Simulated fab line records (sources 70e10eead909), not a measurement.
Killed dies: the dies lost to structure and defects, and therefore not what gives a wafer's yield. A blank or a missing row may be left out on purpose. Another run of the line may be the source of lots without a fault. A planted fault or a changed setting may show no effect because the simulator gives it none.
A struck lot beside a sound one    flow nand_harc    12 steps out of a route of 1159
Sound: these wafers, L560.2, L560.3, L560.4. The struck wafers were L552.1, L552.3, L552.4. At the end, the cause is stated.
Each step with rows lists, per side, the tool, then ch with its chambers, then its first start. Under that, the readings that differ: sound wafers    struck wafers    difference of the means    sigmas: that difference in standard deviations of wafers without a fault.
alike: a reading whose means differ by less than 2 such deviations, as well as words and numbers matching on both sides. not compared: withheld readings; readings where some wafer has no value; bounds like >300 that might hide an equal value; numbers whose values overlap and for which the record gives no deviation.
A row with sigmas, a row that says differs or no value, or rows on one side alone: a step with any of these is where the two part. Non-overlapping numbers with no deviation appear without sigmas and do not part them. A reading that every wafer of one side lacks parts them only if that side has two wafers or more.

NHARC_A_SLIT_CD_MEAS_21:
  sound on cd_sem-03, day 17 19:23; struck on cd_sem-02, day 15 13:14
  alike: cd_nm
then, 3 steps without rows for these wafers: NHARC_A_SIN_REMOVE_WET_00 (chemistry H3PO4, time 15300 s); NHARC_A_SIN_REMOVE_PRECLEAN_01 (cleans in SC1); NHARC_A_SIN_REMOVE_SRD_02.
NHARC_A_SIN_REMOVE_INSPECT_04:
  sound on defect_inspect-02, day 18 03:03; struck on defect_inspect-02, day 15 21:00
  alike: raw_defect_count
then, 1 step without rows for these wafers: NHARC_A_WL_FILL_ALD_00 (deposits Al2O3, target thk 3 nm, pulse time 3 s, ald cycles 30).
NHARC_A_WL_FILL_RTA_01: time 5 s.
  sound on rtp_anneal-01 ch 0, day 18 03:24; struck on rtp_anneal-02 ch 0, day 15 21:31
  alike: lamp_power_pct, wafer_temp_C_max
NHARC_A_WL_FILL_ALD_02: deposits TiN, target thk 2 nm, pulse time 3 s, ald cycles 100.
  sound on ald_metal-01 ch 0,1,3, day 18 03:37; struck on ald_metal-02 ch 1,2,3, day 15 21:44
  alike: heater_power_w, precursor_pulse_height_rel
NHARC_A_WL_FILL_CVD_03: deposits W, target thk 40 nm, time 3302 s.
  sound on cvd_w-02 ch 0,1, day 18 06:28; struck on cvd_w-02 ch 0,1, day 16 00:46
  alike: chamber_pressure_Torr, heater_power_w, throttle_valve_pct
NHARC_A_WL_FILL_ETCHBACK_04: etches the open film in NF3, target depth 60 nm, time 120 s.
  sound on rie_metal-03 ch 0,1, day 18 09:17; struck on rie_metal-02 ch 0,1, day 16 04:04
  alike: chamber_pressure_mTorr, drypump_motor_current_A, oes_product_au
  not compared: rf_hours_counter_h
NHARC_A_WL_FILL_ETCHBACK_05: etches the open film in Cl2/BCl3, target depth 22 nm, time 60 s.
  sound on rie_metal-03 ch 0,1, day 18 09:32; struck on rie_metal-02 ch 0,1, day 16 04:19
  no value came back on the struck wafers for chamber_pressure_mTorr (mTorr), drypump_motor_current_A (A), oes_product_au (a.u.); on the sound wafers chamber_pressure_mTorr (mTorr) reads 10.009 9.983 9.998
  not compared: rf_hours_counter_h
NHARC_A_WL_FILL_STRIP_27: strips in N2/H2, time 20 s.
  sound on plasma_asher-01 ch 0,1, day 18 09:40; struck on plasma_asher-01 ch 0,1, day 16 04:30
  alike: drypump_motor_current_A, heater_power_w
  not compared: rf_hours_counter_h

## WHERE THEY PART
NHARC_A_WL_FILL_ETCHBACK_05 only, going by this record. Later steps at which nothing parts them and some readings are alike: NHARC_A_WL_FILL_STRIP_27.

WHY: the cause the simulator had injected
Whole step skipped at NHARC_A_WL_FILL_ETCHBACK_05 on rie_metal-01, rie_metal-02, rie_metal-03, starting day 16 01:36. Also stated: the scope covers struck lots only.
